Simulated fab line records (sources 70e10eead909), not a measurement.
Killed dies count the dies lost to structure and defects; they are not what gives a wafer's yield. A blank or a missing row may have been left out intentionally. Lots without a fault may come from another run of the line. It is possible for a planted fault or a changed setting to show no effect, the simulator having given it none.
fab line records | flow nand_harc | part 1 of 2: steps 1 to 38 of 43
record lots=6 | wafers=18 | last_day=34
route steps=1302 shown A_ONON_D1@439 A_CHANNEL_HOLE_D1@450 END@1302
lots untouched by any fault: they come from a run of this same line in which no faults occurred
start_h: hours from the record's opening day to when the first of the lot's shown wafers began | wait_h: how many hours have passed since the lot's step before this one | " same as the row above | L1.1+2: a row that stands for several wafers | - no value, or no start given | * or withheld: withheld | < > ~ a bound
route shown NAME@n: NAME is a module with steps in the file, n the number in the route of the first one | usual: mean and standard deviation over wafers with no fault | same: alike in all rows | chamber/n: place in a boat | sites: the reading at each site | _std_site: the standard deviation of these | _edge_site: outer sites' mean less inner sites' | radius_mm: for every site, how far away it sits from the centre of the wafer | mask NAME#n: copy n | behind: the tool/chamber that last shaped the wafer | hold: cause of the lot's hold/its duration in hours/its outcome | device: which transistor (n, p or np) failed to switch | end of line: the tests these same wafers got at the end of their route | a step without rows: its recipe alone | killed: the dies lost at the first sort to structure and to defects; this is not the yield of the wafer | map: a wafer's dies, marking killed ones x, the rest . and places with no die _
set.NAME: setting as actually run; set.NAME@STEP: the setting as run at that earlier step | model.NAME: the simulator's own value behind a step, which no gauge read
lots seen at some steps along the route; tables by step, rows by wafer
services: when a tool's chamber went out of use (start_h, in hours from the record's first day, below 0 if earlier), for how many hours, and the reason
## steps
# step NHARC_A_ONON_D1_THK_MEAS_21
# recipe thk_meas_gauge=ellipsometry
# usual thk_nm=1002/8.8
lot.wafer | tool          | chamber | start_h | wait_h | thk_nm
L471.3    | film_metro-02 | -       | 178.43  | -      | 1004
L471.4    | "             | -       | "       | "      | 1003
L471.6    | "             | -       | "       | "      | 1002
L487.2    | film_metro-01 | -       | 331.78  | -      | 980
L487.3    | "             | -       | "       | "      | 983
L487.5    | "             | -       | "       | "      | 983
L488.1    | film_metro-02 | -       | 336.50  | -      | 1011
L488.2    | "             | -       | "       | "      | 1009
L488.4    | "             | -       | "       | "      | 1009
L490.1    | film_metro-01 | -       | 364.64  | -      | 1002
L490.4    | "             | -       | "       | "      | 1002
L490.5    | "             | -       | "       | "      | 1002
L492.1    | film_metro-01 | -       | 379.92  | -      | 1012
L492.4    | "             | -       | "       | "      | 1009
L492.5    | "             | -       | "       | "      | 1010
L494.1    | film_metro-01 | -       | 415.30  | -      | 1009
L494.3    | "             | -       | "       | "      | 1012
L494.4    | "             | -       | "       | "      | 1009
# step NHARC_A_ONON_D1_DEP_22
# recipe target_thk_a=10000 | n2_flow_sccm=2750 | n2o_flow_sccm=2000 | nh3_flow_sccm=500 | sih4_flow_sccm=210 | temp_c=400
# step NHARC_A_ONON_D1_THK_MEAS_24
# recipe thk_meas_gauge=ellipsometry
# usual thk_nm=1000/8.8
lot.wafer | tool          | chamber | start_h | wait_h | thk_nm
L471.3    | film_metro-02 | -       | 178.99  | -      | 1000
L471.4    | "             | -       | "       | "      | 999
L471.6    | "             | -       | "       | "      | 999
L487.2    | film_metro-01 | -       | 332.35  | -      | 996
L487.3    | "             | -       | "       | "      | 996
L487.5    | "             | -       | "       | "      | 995
L488.1    | film_metro-02 | -       | 337.06  | -      | 997
L488.2    | "             | -       | "       | "      | 999
L488.4    | "             | -       | "       | "      | 1001
L490.1    | film_metro-02 | -       | 365.21  | -      | 1004
L490.4    | "             | -       | "       | "      | 1005
L490.5    | "             | -       | "       | "      | 1003
L492.1    | film_metro-01 | -       | 380.48  | -      | 1030
L492.4    | "             | -       | "       | "      | 1031
L492.5    | "             | -       | "       | "      | 1031
L494.1    | film_metro-01 | -       | 415.87  | -      | 992
L494.3    | "             | -       | "       | "      | 990
L494.4    | "             | -       | "       | "      | 991
# step NHARC_A_ONON_D1_DEP_25
# recipe target_thk_a=10000 | n2_flow_sccm=2750 | n2o_flow_sccm=2000 | nh3_flow_sccm=500 | sih4_flow_sccm=210 | temp_c=400
# step NHARC_A_ONON_D1_THK_MEAS_27
# recipe thk_meas_gauge=ellipsometry
# usual thk_nm=1001/8.9
lot.wafer | tool          | chamber | start_h | wait_h | thk_nm
L471.3    | film_metro-01 | -       | 179.56  | -      | 997
L471.4    | "             | -       | "       | "      | 998
L471.6    | "             | -       | "       | "      | 998
L487.2    | film_metro-01 | -       | 332.92  | -      | 1002
L487.3    | "             | -       | "       | "      | 1002
L487.5    | "             | -       | "       | "      | 1002
L488.1    | film_metro-01 | -       | 337.63  | -      | 1009
L488.2    | "             | -       | "       | "      | 1008
L488.4    | "             | -       | "       | "      | 1011
L490.1    | film_metro-01 | -       | 365.78  | -      | 993
L490.4    | "             | -       | "       | "      | 993
L490.5    | "             | -       | "       | "      | 995
L492.1    | film_metro-01 | -       | 381.05  | -      | 1012
L492.4    | "             | -       | "       | "      | 1012
L492.5    | "             | -       | "       | "      | 1013
L494.1    | film_metro-01 | -       | 416.43  | -      | 981
L494.3    | "             | -       | "       | "      | 981
L494.4    | "             | -       | "       | "      | 982
# step NHARC_A_ONON_D1_DEP_28
# recipe target_thk_a=10000 | n2_flow_sccm=2750 | n2o_flow_sccm=2000 | nh3_flow_sccm=500 | sih4_flow_sccm=210 | temp_c=400
# step NHARC_A_ONON_D1_THK_MEAS_30
# recipe thk_meas_gauge=ellipsometry
# usual thk_nm=996/10
lot.wafer | tool          | chamber | start_h | wait_h | thk_nm
L471.3    | film_metro-01 | -       | 180.12  | -      | 1010
L471.4    | "             | -       | "       | "      | 1010
L471.6    | "             | -       | "       | "      | 1012
L487.2    | film_metro-01 | -       | 333.48  | -      | 998
L487.3    | "             | -       | "       | "      | 1000
L487.5    | "             | -       | "       | "      | 997
L488.1    | film_metro-02 | -       | 338.20  | -      | 980
L488.2    | "             | -       | "       | "      | 981
L488.4    | "             | -       | "       | "      | 979
L490.1    | film_metro-01 | -       | 366.35  | -      | 982
L490.4    | "             | -       | "       | "      | 981
L490.5    | "             | -       | "       | "      | 983
L492.1    | film_metro-01 | -       | 381.64  | -      | 1002
L492.4    | "             | -       | "       | "      | 1004
L492.5    | "             | -       | "       | "      | 1005
L494.1    | film_metro-01 | -       | 417.00  | -      | 979
L494.3    | "             | -       | "       | "      | 977
L494.4    | "             | -       | "       | "      | 976
# step NHARC_A_ONON_D1_DEP_33
# recipe target_thk_a=2000 | temp_c=400 | pressure_torr=6.5 | rf_w=900 | teos_flow_sccm=161.4 | flow_sccm=2650 | target_thk_nm=200 | gas=O2 | material=SiO2
# usual heater_power_w=567/92 | throttle_valve_pct=15.7/0.49
lot.wafer | tool     | chamber | start_h | wait_h | heater_power_w | throttle_valve_pct
L471.3    | pecvd-01 | 0       | 180.22  | 0.1    | 546            | 15.5
L471.6    | "        | 0       | "       | "      | 557            | 15.7
L471.4    | "        | 1       | "       | "      | 481            | 15.5
L487.3    | pecvd-03 | 1       | 333.54  | 0.1    | 464            | 16.0
L487.2    | "        | 2       | "       | "      | 621            | 15.6
L487.5    | "        | 2       | "       | "      | 628            | 15.6
L488.2    | pecvd-01 | 0       | 338.25  | 0.1    | 565            | 15.6
L488.1    | "        | 1       | "       | "      | 519            | 15.8
L488.4    | "        | 2       | "       | "      | 564            | 16.2
L490.1    | pecvd-04 | 1       | 366.50  | 0.1    | 697            | 15.6
L490.4    | "        | 2       | "       | "      | 701            | 16.6
L490.5    | "        | 1       | "       | "      | 707            | 15.4
L492.1    | pecvd-03 | 1       | 381.74  | 0.1    | 428            | 14.8
L492.5    | "        | 0       | "       | "      | 473            | 15.9
L492.4    | "        | 2       | "       | "      | 645            | 15.2
L494.1    | pecvd-04 | 2       | 417.06  | 0.1    | 750            | 16.9
L494.3    | "        | 1       | "       | "      | 761            | 15.7
L494.4    | "        | 2       | "       | "      | 759            | 16.6
# step NHARC_A_ONON_D1_THK_MEAS_34
# recipe thk_meas_gauge=ellipsometry
# usual thk_nm=200/3.1
lot.wafer | tool          | chamber | start_h | wait_h | thk_nm
L471.3    | film_metro-01 | -       | 180.62  | -      | 198
L471.4    | "             | -       | "       | "      | 199
L471.6    | "             | -       | "       | "      | 203
L487.2    | film_metro-01 | -       | 333.95  | -      | 197
L487.3    | "             | -       | "       | "      | 202
L487.5    | "             | -       | "       | "      | 199
L488.1    | film_metro-02 | -       | 338.67  | -      | 197
L488.2    | "             | -       | "       | "      | 196
L488.4    | "             | -       | "       | "      | 201
L490.1    | film_metro-01 | -       | 366.82  | -      | 201
L490.4    | "             | -       | "       | "      | 201
L490.5    | "             | -       | "       | "      | 202
L492.1    | film_metro-01 | -       | 382.10  | -      | 199
L492.4    | "             | -       | "       | "      | 205
L492.5    | "             | -       | "       | "      | 204
L494.1    | film_metro-02 | -       | 417.47  | -      | 201
L494.3    | "             | -       | "       | "      | 206
L494.4    | "             | -       | "       | "      | 202
# step NHARC_A_ONON_D1_INSPECT_32
# usual raw_defect_count=71/27
lot.wafer | tool              | chamber | start_h | wait_h | raw_defect_count
L471.3    | defect_inspect-01 | -       | 180.68  | 0.0    | 44
L471.4    | "                 | -       | "       | "      | 81
L471.6    | "                 | -       | "       | "      | 65
L487.2    | defect_inspect-02 | -       | 334.01  | 0.0    | 51
L487.3    | "                 | -       | "       | "      | 52
L487.5    | "                 | -       | "       | "      | 46
L488.1    | defect_inspect-01 | -       | 338.73  | 0.0    | 84
L488.2    | "                 | -       | "       | "      | 87
L488.4    | "                 | -       | "       | "      | 56
L490.1    | defect_inspect-01 | -       | 366.91  | 0.0    | 48
L490.4    | "                 | -       | "       | "      | 65
L490.5    | "                 | -       | "       | "      | 57
L492.1    | defect_inspect-02 | -       | 382.16  | 0.0    | 103
L492.4    | "                 | -       | "       | "      | 69
L492.5    | "                 | -       | "       | "      | 122
L494.1    | defect_inspect-02 | -       | 417.55  | 0.0    | 58
L494.3    | "                 | -       | "       | "      | 43
L494.4    | "                 | -       | "       | "      | 39
# step NHARC_A_CHANNEL_HOLE_D1_DEP_00
# recipe target_thk_a=31000 | temp_c=400 | material=aC
# step NHARC_A_CHANNEL_HOLE_D1_DEP_01
# recipe target_thk_a=1400 | target_thk_nm=140 | temp_c=400 | pressure_torr=3.5 | flow_sccm=200 | rf_w=350 | material=SiON
# usual heater_power_w=803/79
lot.wafer | tool     | chamber | start_h | wait_h | heater_power_w
L471.3    | pecvd-04 | 0       | 182.82  | 1.1    | 799
L471.6    | "        | 2       | "       | "      | 760
L471.4    | "        | 1       | "       | "      | 783
L487.3    | pecvd-01 | 1       | 336.53  | 1.0    | 758
L487.2    | "        | 2       | "       | "      | 863
L487.5    | "        | 1       | "       | "      | 749
L488.1    | pecvd-01 | 1       | 341.82  | 1.7    | 759
L488.2    | "        | 2       | "       | "      | 752
L488.4    | "        | 0       | "       | "      | 770
L490.1    | pecvd-04 | 1       | 369.09  | 1.8    | 887
L490.5    | "        | 1       | "       | "      | 903
L490.4    | "        | 0       | "       | "      | 733
L492.1    | pecvd-04 | 0       | 386.00  | 1.6    | 670
L492.5    | "        | 2       | "       | "      | 929
L492.4    | "        | 1       | "       | "      | 821
L494.1    | pecvd-01 | 1       | 420.44  | 1.6    | 740
L494.3    | "        | 2       | "       | "      | 868
L494.4    | "        | 2       | "       | "      | 878
# step NHARC_A_CHANNEL_HOLE_D1_DEHYDRATE_02
# recipe temp_c=150 | time_s=120
# step NHARC_A_CHANNEL_HOLE_D1_HMDS_03
# recipe time_s=30
# step NHARC_A_CHANNEL_HOLE_D1_COAT_36
# recipe temp_c=260 | time_s=75
# step NHARC_A_CHANNEL_HOLE_D1_COAT_37
# recipe temp_c=225 | time_s=65
# step NHARC_A_CHANNEL_HOLE_D1_COAT_04
# recipe spin_rpm=1500 | resist_thk_nm=90
# step NHARC_A_CHANNEL_HOLE_D1_SOFTBAKE_05
# recipe temp_c=105 | time_s=55
# step NHARC_A_CHANNEL_HOLE_D1_EBR_06
# step NHARC_A_CHANNEL_HOLE_D1_EXPOSE_07
# recipe na=1.35 | target_cd_nm=100 | sigma_outer=0.3 | dose_mj=59.65 | mask_id=HOLE_D1
# step NHARC_A_CHANNEL_HOLE_D1_PEB_08
# recipe peb_temp_c=100 | peb_time_s=65
# step NHARC_A_CHANNEL_HOLE_D1_DEVELOP_09
# recipe develop_time_s=35 | dev_temp_c=23
# step NHARC_A_CHANNEL_HOLE_D1_CD_MEAS_10
# recipe target_cd_nm=100 | landing_energy_ev=500
# usual cd_nm=100.2/0.67
lot.wafer | tool      | chamber | start_h | wait_h | cd_nm
L471.3    | cd_sem-02 | 0       | 183.52  | -      | 100.7
L471.4    | "         | 0       | "       | "      | 100.2
L471.6    | "         | 0       | "       | "      | 100.5
L487.2    | cd_sem-01 | 0       | 337.23  | -      | 99.6
L487.3    | "         | 0       | "       | "      | 99.6
L487.5    | "         | 0       | "       | "      | 99.6
L488.1    | cd_sem-02 | 0       | 342.51  | -      | 101.0
L488.2    | "         | 0       | "       | "      | 101.2
L488.4    | "         | 0       | "       | "      | 101.7
L490.1    | cd_sem-02 | 0       | 369.81  | -      | 100.3
L490.4    | "         | 0       | "       | "      | 99.6
L490.5    | "         | 0       | "       | "      | 100.4
L492.1    | cd_sem-02 | 0       | 386.56  | -      | 99.4
L492.4    | "         | 0       | "       | "      | 99.8
L492.5    | "         | 0       | "       | "      | 100.8
L494.1    | cd_sem-02 | 0       | 421.13  | -      | 101.1
L494.3    | "         | 0       | "       | "      | 100.9
L494.4    | "         | 0       | "       | "      | 100.3
# step NHARC_A_CHANNEL_HOLE_D1_OVL_MEAS_11
# usual overlay_x_nm=0.2/0.74 | overlay_y_nm=0.2/0.64
lot.wafer | tool       | chamber | start_h | wait_h | overlay_x_nm | overlay_y_nm
L471.3    | overlay-01 | -       | 183.60  | -      | 1.7          | 0.6
L471.4    | "          | -       | "       | "      | 1.8          | 0.0
L471.6    | "          | -       | "       | "      | 1.9          | 0.8
L487.2    | overlay-01 | -       | 337.32  | -      | -1.1         | 1.7
L487.3    | "          | -       | "       | "      | -1.2         | 1.2
L487.5    | "          | -       | "       | "      | -1.2         | 1.7
L488.1    | overlay-02 | -       | 342.60  | -      | -1.0         | 0.3
L488.2    | "          | -       | "       | "      | -0.7         | -0.1
L488.4    | "          | -       | "       | "      | -0.2         | 0.1
L490.1    | overlay-02 | -       | 369.90  | -      | 0.8          | 0.5
L490.4    | "          | -       | "       | "      | 0.4          | -0.2
L490.5    | "          | -       | "       | "      | 0.6          | -0.1
L492.1    | overlay-01 | -       | 386.65  | -      | 0.5          | 0.8
L492.4    | "          | -       | "       | "      | 0.4          | 0.8
L492.5    | "          | -       | "       | "      | 0.2          | 0.5
L494.1    | overlay-01 | -       | 421.22  | -      | 0.0          | 0.6
L494.3    | "          | -       | "       | "      | 0.3          | 0.3
L494.4    | "          | -       | "       | "      | 0.3          | 0.8
# step NHARC_A_CHANNEL_HOLE_D1_INSPECT_12
# usual raw_defect_count=6/3.1
lot.wafer | tool              | chamber | start_h | wait_h | raw_defect_count
L471.3    | defect_inspect-02 | -       | 183.64  | 0.0    | 7
L471.4    | "                 | -       | "       | "      | 5
L471.6    | "                 | -       | "       | "      | 3
L487.2    | defect_inspect-01 | -       | 337.35  | 0.0    | 1
L487.3    | "                 | -       | "       | "      | 298
L487.5    | "                 | -       | "       | "      | 349
L488.1    | defect_inspect-01 | -       | 342.63  | 0.0    | 326
L488.2    | "                 | -       | "       | "      | 5
L488.4    | "                 | -       | "       | "      | 3
L490.1    | defect_inspect-01 | -       | 369.94  | 0.0    | 5
L490.4    | "                 | -       | "       | "      | 5
L490.5    | "                 | -       | "       | "      | 2
L492.1    | defect_inspect-02 | -       | 386.69  | 0.0    | 3
L492.4    | "                 | -       | "       | "      | 4
L492.5    | "                 | -       | "       | "      | 7
L494.1    | defect_inspect-02 | -       | 421.26  | 0.0    | 7
L494.3    | "                 | -       | "       | "      | 3
L494.4    | "                 | -       | "       | "      | 5
# step NHARC_A_CHANNEL_HOLE_D1_DESCUM_15
# recipe time_s=3 | o2_flow_sccm=200 | ar_flow_sccm=0 | bias_power_w=0 | chemistry=O2
# step NHARC_A_CHANNEL_HOLE_D1_ETCH_38
# recipe target_depth_a=390 | over_etch_frac=0.3 | time_s=65 | ion_energy_ev=80 | cf4_flow_sccm=150 | ar_flow_sccm=0 | rf_w=300 | bias_w=100 | chemistry=CF4
# step NHARC_A_CHANNEL_HOLE_D1_ETCH_39
# recipe target_depth_a=2600 | over_etch_frac=0.3 | time_s=325 | ion_energy_ev=200 | n2_flow_sccm=150 | h2_flow_sccm=150 | ar_flow_sccm=0 | rf_w=400 | bias_w=150 | chemistry=N2/H2
# usual drypump_motor_current_A=5.9/0.41 | oes_product_au=0.998/0.013 | rf_vpp_V=430.7/3 | showerhead_plenum_p_Torr=2.05/0.11 | throttle_valve_pct=14.170/0.0092
lot.wafer | tool        | chamber | start_h | wait_h | drypump_motor_current_A | oes_product_au | rf_hours_counter_h | rf_vpp_V | showerhead_plenum_p_Torr | throttle_valve_pct
L471.4    | rie_diel-13 | 0       | -       | -      | 6.3                     | 0.988          | 3                  | 428.4    | 1.93                     | 14.171
L471.3    | "           | 1       | "       | "      | 6.1                     | 1.010          | 3                  | 435.1    | 2.20                     | 14.181
L471.6    | "           | 0       | "       | "      | 6.3                     | 0.984          | -                  | 426.7    | 1.93                     | 14.167
L487.3    | rie_diel-11 | 3       | -       | -      | 5.9                     | 0.970          | 2                  | 429.2    | 1.99                     | 14.173
L487.2    | "           | 1       | "       | "      | 6.2                     | 0.995          | 3                  | 425.9    | 1.88                     | 14.175
L487.5    | "           | 0       | "       | "      | 6.5                     | 0.976          | -                  | 433.0    | 2.13                     | 14.176
L488.1    | rie_diel-11 | 0       | -       | -      | 6.5                     | 0.971          | 3                  | 430.9    | 2.13                     | 14.176
L488.2    | "           | 1       | "       | "      | 6.2                     | 0.992          | 3                  | 426.8    | 1.88                     | 14.179
L488.4    | "           | 3       | "       | "      | 5.9                     | 0.974          | 3                  | 430.2    | 1.98                     | 14.160
L490.4    | rie_diel-02 | 1       | -       | -      | 5.3                     | 1.002          | 43                 | 430.7    | 2.09                     | 14.161
L490.1    | "           | 2       | "       | "      | 5.9                     | 1.035          | 46                 | 428.8    | 1.94                     | 14.161
L490.5    | "           | 2       | "       | "      | 5.9                     | 1.020          | -                  | 427.7    | 1.94                     | 14.177
L492.4    | rie_diel-11 | 2       | -       | -      | 5.5                     | 0.994          | 6                  | 430.5    | 2.06                     | 14.181
L492.1    | "           | 3       | "       | "      | 5.9                     | 1.003          | 6                  | 429.6    | 1.98                     | 14.163
L492.5    | "           | 1       | "       | "      | 6.1                     | 0.999          | -                  | 426.2    | 1.88                     | 14.164
L494.1    | rie_diel-11 | 2       | -       | -      | 5.5                     | 0.996          | 10                 | 430.8    | 2.06                     | 14.168
L494.3    | "           | 3       | "       | "      | 5.9                     | 1.009          | 10                 | 431.0    | 1.98                     | 14.156
L494.4    | "           | 1       | "       | "      | 6.2                     | 1.001          | -                  | 426.8    | 1.88                     | 14.173
# step NHARC_A_CHANNEL_HOLE_D1_ETCH_34
# recipe target_depth_a=1540 | time_s=77 | cf4_flow_sccm=100 | chf3_flow_sccm=30 | ar_flow_sccm=0 | rf_w=500 | bias_w=200 | chemistry=CF4/CHF3
# usual drypump_motor_current_A=5.9/0.41 | oes_product_au=0.951/0.024 | rf_vpp_V=370.7/2.7 | showerhead_plenum_p_Torr=1.58/0.077 | throttle_valve_pct=16.802/0.0087
lot.wafer | tool        | chamber | start_h | wait_h | drypump_motor_current_A | oes_product_au | rf_hours_counter_h | rf_vpp_V | showerhead_plenum_p_Torr | throttle_valve_pct
L471.3    | rie_diel-13 | 1       | -       | -      | 6.1                     | 0.982          | 3                  | 374.8    | 1.69                     | 16.802
L471.4    | "           | 3       | "       | "      | 5.2                     | 0.963          | 3                  | 374.3    | 1.65                     | 16.790
L471.6    | "           | 1       | "       | "      | 6.1                     | 0.986          | -                  | 373.9    | 1.69                     | 16.798
L487.2    | rie_diel-11 | 1       | -       | -      | 6.2                     | 0.918          | 3                  | 368.3    | 1.46                     | 16.802
L487.3    | "           | 2       | "       | "      | 5.5                     | 0.919          | 3                  | 372.4    | 1.59                     | 16.810
L487.5    | "           | 0       | "       | "      | 6.5                     | 0.905          | -                  | 372.7    | 1.64                     | 16.806
L488.2    | rie_diel-11 | 1       | -       | -      | 6.2                     | 0.950          | 3                  | 366.9    | 1.46                     | 16.799
L488.4    | "           | 3       | "       | "      | 5.8                     | 0.953          | 3                  | 370.3    | 1.53                     | 16.797
L488.1    | "           | 0       | "       | "      | 6.5                     | 0.934          | 3                  | 372.2    | 1.64                     | 16.804
L490.1    | rie_diel-02 | 0       | -       | -      | 5.6                     | 0.978          | 44                 | 367.8    | 1.49                     | 16.788
L490.4    | "           | 2       | "       | "      | 5.9                     | 0.999          | 46                 | 367.9    | 1.50                     | 16.789
L490.5    | "           | 0       | "       | "      | 5.6                     | 0.986          | -                  | 366.4    | 1.49                     | 16.802
L492.1    | rie_diel-11 | 1       | -       | -      | 6.2                     | 0.933          | 6                  | 367.2    | 1.46                     | 16.806
L492.4    | "           | 2       | "       | "      | 5.5                     | 0.919          | 6                  | 370.3    | 1.59                     | 16.805
L492.5    | "           | 1       | "       | "      | 6.2                     | 0.929          | -                  | 366.8    | 1.46                     | 16.807
L494.4    | rie_diel-11 | 1       | -       | -      | 6.1                     | 0.955          | 10                 | 367.2    | 1.46                     | 16.810
L494.3    | "           | 2       | "       | "      | 5.6                     | 0.951          | 10                 | 370.7    | 1.59                     | 16.793
L494.1    | "           | 3       | "       | "      | 5.9                     | 0.961          | 10                 | 368.7    | 1.53                     | 16.806
# step NHARC_A_CHANNEL_HOLE_D1_ETCH_16
# recipe target_depth_a=31000 | over_etch_frac=0.3 | time_s=806 | ion_energy_ev=150 | o2_flow_sccm=400 | cos_flow_sccm=20 | ar_flow_sccm=0 | rf_w=500 | bias_w=300 | chemistry=O2/COS
# step NHARC_A_CHANNEL_HOLE_D1_CD_MEAS_18
# usual cd_nm=99/3.3
lot.wafer | tool      | chamber | start_h | wait_h | cd_nm
L471.3    | cd_sem-03 | -       | 184.81  | -      | 101
L471.4    | "         | -       | "       | "      | 105
L471.6    | "         | -       | "       | "      | 104
L487.2    | cd_sem-02 | -       | 338.53  | -      | 96
L487.3    | "         | -       | "       | "      | 93
L487.5    | "         | -       | "       | "      | 96
L488.1    | cd_sem-03 | -       | 343.81  | -      | 100
L488.2    | "         | -       | "       | "      | 93
L488.4    | "         | -       | "       | "      | 101
L490.1    | cd_sem-03 | -       | 371.11  | -      | 97
L490.4    | "         | -       | "       | "      | 103
L490.5    | "         | -       | "       | "      | 96
L492.1    | cd_sem-02 | -       | 387.86  | -      | 97
L492.4    | "         | -       | "       | "      | 94
L492.5    | "         | -       | "       | "      | 103
L494.1    | cd_sem-01 | -       | 422.50  | -      | 99
L494.3    | "         | -       | "       | "      | 101
L494.4    | "         | -       | "       | "      | 99
# step NHARC_A_CHANNEL_HOLE_D1_ETCH_19
# recipe bias_v=1200 | source_w=2500 | pressure_mtorr=15 | time_s=34.5 | ar_flow_sccm=375 | c4f8_flow_sccm=28.8 | o2_flow_sccm=96.2 | temp_c=-20 | target_depth_a=* | chemistry=C4F8/O2/Ar
# usual drypump_motor_current_A=5.8/0.52 | showerhead_plenum_p_Torr=3.61/0.12 | throttle_valve_pct=37.037/0.0086
lot.wafer | tool        | chamber | start_h | wait_h | drypump_motor_current_A | rf_hours_counter_h | showerhead_plenum_p_Torr | throttle_valve_pct
L471.3    | har_etch-02 | 1       | 184.92  | 0.1    | 5.9                     | -                  | 3.52                     | 37.049
L471.4    | "           | 0       | "       | "      | 5.0                     | -                  | 3.81                     | 37.035
L471.6    | "           | 1       | "       | "      | 5.9                     | -                  | 3.52                     | 37.032
L487.2    | har_etch-02 | 0       | 338.62  | 0.1    | 5.1                     | 375                | 3.77                     | 37.037
L487.3    | "           | 0       | "       | "      | 5.0                     | -                  | 3.77                     | 37.033
L487.5    | "           | 1       | "       | "      | 5.9                     | -                  | 3.47                     | 37.049
L488.2    | har_etch-01 | 0       | 343.88  | 0.1    | 5.9                     | 179                | 3.60                     | 37.032
L488.1    | "           | 1       | "       | "      | 6.5                     | 179                | 3.51                     | 37.030
L488.4    | "           | 0       | "       | "      | 5.9                     | -                  | 3.60                     | 37.046
L490.1    | har_etch-01 | 1       | 371.19  | 0.1    | 6.5                     | 194                | 3.50                     | 37.034
L490.4    | "           | 0       | "       | "      | 5.9                     | -                  | 3.60                     | 37.032
L490.5    | "           | 0       | "       | "      | 5.9                     | -                  | 3.59                     | 37.041
L492.1    | har_etch-01 | 0       | 391.33  | 3.5    | 5.9                     | 210                | 3.59                     | 37.027
L492.4    | "           | 1       | "       | "      | 6.5                     | -                  | 3.49                     | 37.056
L492.5    | "           | 0       | "       | "      | 5.9                     | -                  | 3.59                     | 37.038
L494.1    | har_etch-01 | 1       | 422.59  | 0.1    | 6.5                     | 229                | 3.48                     | 37.035
L494.4    | "           | 0       | "       | "      | 5.9                     | -                  | 3.58                     | 37.047
L494.3    | "           | 1       | "       | "      | 6.5                     | -                  | 3.48                     | 37.063
# step NHARC_A_CHANNEL_HOLE_D1_ETCH_20
# recipe bias_v=3000 | source_w=withheld | pressure_mtorr=20 | time_s=361.9 | ar_flow_sccm=375 | c4f8_flow_sccm=89.3 | o2_flow_sccm=35.7 | temp_c=-20 | target_depth_a=16000 | chemistry=C4F8/O2/Ar
# step NHARC_A_CHANNEL_HOLE_D1_ETCH_21
# recipe bias_v=3000 | source_w=withheld | pressure_mtorr=20 | time_s=514.3 | ar_flow_sccm=375 | c4f8_flow_sccm=89.3 | o2_flow_sccm=35.7 | temp_c=-20 | target_depth_a=16000 | chemistry=C4F8/O2/Ar
# step NHARC_A_CHANNEL_HOLE_D1_ETCH_22
# recipe bias_v=3000 | source_w=withheld | pressure_mtorr=20 | time_s=666.7 | ar_flow_sccm=375 | c4f8_flow_sccm=89.3 | o2_flow_sccm=35.7 | temp_c=-20 | target_depth_a=16000 | chemistry=C4F8/O2/Ar
# step NHARC_A_CHANNEL_HOLE_D1_ETCH_23
# recipe bias_v=5000 | source_w=withheld | pressure_mtorr=20 | time_s=819 | ar_flow_sccm=375 | c4f8_flow_sccm=89.3 | o2_flow_sccm=35.7 | temp_c=-20 | target_depth_a=16000 | chemistry=C4F8/O2/Ar
# step NHARC_A_CHANNEL_HOLE_D1_ETCH_24
# recipe bias_v=5000 | source_w=withheld | pressure_mtorr=20 | time_s=906.2 | ar_flow_sccm=375 | c4f8_flow_sccm=93.8 | o2_flow_sccm=31.2 | temp_c=-20 | target_depth_a=15000 | chemistry=C4F8/O2/Ar
# usual drypump_motor_current_A=5.8/0.52 | showerhead_plenum_p_Torr=3.57/0.12 | throttle_valve_pct=32.235/0.0091
lot.wafer | tool        | chamber | start_h | wait_h | drypump_motor_current_A | rf_hours_counter_h | showerhead_plenum_p_Torr | throttle_valve_pct
L471.3    | har_etch-02 | 1       | 187.26  | 0.6    | 5.9                     | -                  | 3.48                     | 32.238
L471.4    | "           | 0       | "       | "      | 5.0                     | -                  | 3.76                     | 32.255
L471.6    | "           | 1       | "       | "      | 5.9                     | -                  | 3.48                     | 32.242
L487.2    | har_etch-02 | 0       | 340.87  | 0.6    | 5.0                     | 377                | 3.72                     | 32.214
L487.3    | "           | 0       | "       | "      | 5.0                     | -                  | 3.72                     | 32.224
L487.5    | "           | 1       | "       | "      | 5.9                     | -                  | 3.44                     | 32.227
L488.2    | har_etch-01 | 0       | 346.01  | 0.6    | 5.9                     | 181                | 3.56                     | 32.224
L488.1    | "           | 1       | "       | "      | 6.5                     | 181                | 3.47                     | 32.235
L488.4    | "           | 0       | "       | "      | 5.9                     | -                  | 3.56                     | 32.236
L490.1    | har_etch-01 | 1       | 373.32  | 0.6    | 6.5                     | 196                | 3.46                     | 32.231
L490.4    | "           | 0       | "       | "      | 5.9                     | -                  | 3.55                     | 32.231
L490.5    | "           | 0       | "       | "      | 5.9                     | -                  | 3.55                     | 32.232
L492.1    | har_etch-01 | 0       | 393.57  | 0.6    | 5.9                     | 212                | 3.55                     | 32.249
L492.4    | "           | 1       | "       | "      | 6.5                     | -                  | 3.45                     | 32.243
L492.5    | "           | 0       | "       | "      | 5.9                     | -                  | 3.55                     | 32.252
L494.1    | har_etch-01 | 1       | 424.84  | 0.6    | 6.5                     | 231                | 3.44                     | 32.235
L494.4    | "           | 0       | "       | "      | 5.9                     | -                  | 3.54                     | 32.235
L494.3    | "           | 1       | "       | "      | 6.4                     | -                  | 3.44                     | 32.231
# step NHARC_A_CHANNEL_HOLE_D1_ETCH_25
# recipe bias_v=5000 | source_w=withheld | pressure_mtorr=20 | time_s=1040.2 | ar_flow_sccm=375 | c4f8_flow_sccm=93.8 | o2_flow_sccm=31.2 | temp_c=-20 | target_depth_a=15000 | chemistry=C4F8/O2/Ar
## key
first_sign step=NHARC_A_CHANNEL_HOLE_D1_INSPECT_12 | reading=raw_defect_count | direction=up | sigmas=99+ | usual=6 | struck=324
effect step=NHARC_A_CHANNEL_HOLE_D1_INSPECT_40 | reading=raw_defect_count | direction=up | sigmas=13 | usual=72 | struck=386
effect step=NHARC_END_SORT_01 | reading=killed_dies | direction=up | sigmas=2.7 | usual=63 | struck=112 | wafers_moved=2
more_kills_born_at NHARC_A_CHANNEL_HOLE_D1_DEP_01@pecvd-01=134
met_at NHARC_A_CHANNEL_HOLE_D1_DEP_01
struck_wafers L487.3,L487.5,L488.1
tester_left_out L487,L488
fault kind=chamber_particle_source | tool=pecvd-01 | chamber=1 | onset_h=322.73 | steps=NHARC_A_CHANNEL_HOLE_D1_DEP_01 | rate_per_visit_cm2=0.51207 | end_h=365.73
# tester_left_out: of these lots the tester's yield and bins aren't shown, on N5 and GAA mostly nor the transistor test; their killed dies are dies lost to structure and defects alone, not to doping, threshold or leakage, so they don't give the yield
